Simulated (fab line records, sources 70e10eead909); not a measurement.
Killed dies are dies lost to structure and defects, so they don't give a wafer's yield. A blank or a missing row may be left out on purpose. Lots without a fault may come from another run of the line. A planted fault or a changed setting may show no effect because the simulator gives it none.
Chamber matching | flow nand_harc | NHARC_A_CONTACT_DEP_58 on pecvd-02: 3 sister chambers
The step deposits SiON, target thk 60 nm. 6 wafers are shown with their chamber, then 11 later ones without.

WAFERS WITH THEIR CHAMBER
wafer  | chamber | heater_power_w (W) | rf_fwd_power_W (W)
L083.6 | 0       | 667                | 348.1
L088.5 | 0       | 652                | 349.3
L089.1 | 1       | 780                | 348.7
L089.5 | 2       | 651                | 347.5
L089.6 | 1       | 801                | 349.9
L091.2 | 2       | 644                | 347.1

WAFERS WITHOUT THEIR CHAMBER
wafer  | heater_power_w (W) | rf_fwd_power_W (W)
L091.5 | 660                | 347.6
L091.6 | 786                | 347.5
L092.1 | 612                | 350.0
L092.5 | 567                | 347.7
L092.6 | 617                | 348.9
L093.2 | 720                | 349.6
L093.3 | 757                | 349.4
L093.6 | 691                | 349.2
L095.3 | 571                | 348.5
L095.5 | 783                | 349.5
L095.6 | 573                | 350.0

WHICH CHAMBER EACH WENT THROUGH
wafer  | from the rows above          | in truth
L091.5 | can't be placed: 2 or 0      | 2
L091.6 | 1                            | 1
L092.1 | can't be placed: 0 or 2      | 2
L092.5 | can't be placed: 2 or 0      | 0
L092.6 | can't be placed: 2 or 0      | 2
L093.2 | can't be placed: 0 or 1 or 2 | 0
L093.3 | 1                            | 1
L093.6 | can't be placed: 0 or 2      | 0
L095.3 | can't be placed: 2 or 0      | 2
L095.5 | 1                            | 1
L095.6 | can't be placed: 2 or 0      | 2
Placed correctly: 3 of 11. Can't be placed from these rows: 8 (the true chamber is among the candidates in 8). Placed wrongly: 0.
How it was worked out, from the rows above alone: a wafer's distance from a chamber is the root of the sum, over the readings, of the square of ((its reading less the chamber's mean) divided by the reading's scatter). The wafer belongs to the nearest chamber; if the next one is less than 2 further off, it can't be placed. A chamber's mean is the mean of its shown wafers. The scatter: the root of (the sum of the squares of (reading less its chamber's mean) over the shown wafers, divided by (wafers less chambers)).
